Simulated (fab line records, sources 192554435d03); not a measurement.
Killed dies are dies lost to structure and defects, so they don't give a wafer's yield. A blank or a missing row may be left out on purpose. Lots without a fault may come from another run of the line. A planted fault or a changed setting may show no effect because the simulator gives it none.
Which tool did it? | flow n5_finfet | 11 lots, 31 wafers sampled, at 1 step of a route of 1938

WHAT THE GAUGES READ, wafer by wafer
N5_SD_EPI_N_OVL_MEAS_10.
lot  | measured    | on         | SD_N_BLK_OVL (nm)
L714 | day 3 11:39 | overlay-01 | 0.4 1.0 0.5
L715 | day 3 17:43 | overlay-02 | -1.2 0.0
L716 | day 4 01:50 | overlay-02 | 0.5 -1.7 0.1
L718 | day 4 16:19 | overlay-01 | -0.4 0.5
L719 | day 4 23:33 | overlay-02 | 1.7 1.3 1.9
L725 | day 6 09:41 | overlay-02 | 0.3 0.8 -0.4
L727 | day 6 19:03 | overlay-02 | 0.6 -1.0 0.8
L730 | day 7 11:41 | overlay-02 | 0.1 1.5 0.8
L732 | day 8 03:10 | overlay-01 | -0.8 -0.1 0.5
L734 | day 8 12:35 | overlay-02 | 0.6 -1.5 0.3
L735 | day 8 20:55 | overlay-02 | 1.9 1.2 2.0

WHICH TOOL RAN EACH LOT (tool, then ch and the chambers of the sampled wafers, then the start)
The record holds no process step before these readings.

THE ANSWER, worked out from the rows above alone
Rule: what is usual is taken from the lots themselves. Put in order of their means at a reading, lots are off if they are a third of the lots or fewer, leave a main group of 4 or more, and stand apart from it by a gap of 3 or more times the standard deviation of the main group's means; of several such gaps the widest counts. A main group whose means are all the same, to the digits that the tables above print for the reading, isn't used. A lot without any number at a reading at which 4 lots or more have one is off too. The other lots that the step has rows for count as sound.
No lot is off at any reading shown: from this, nothing can be told.

WHAT THE SIMULATOR HAD PUT IN
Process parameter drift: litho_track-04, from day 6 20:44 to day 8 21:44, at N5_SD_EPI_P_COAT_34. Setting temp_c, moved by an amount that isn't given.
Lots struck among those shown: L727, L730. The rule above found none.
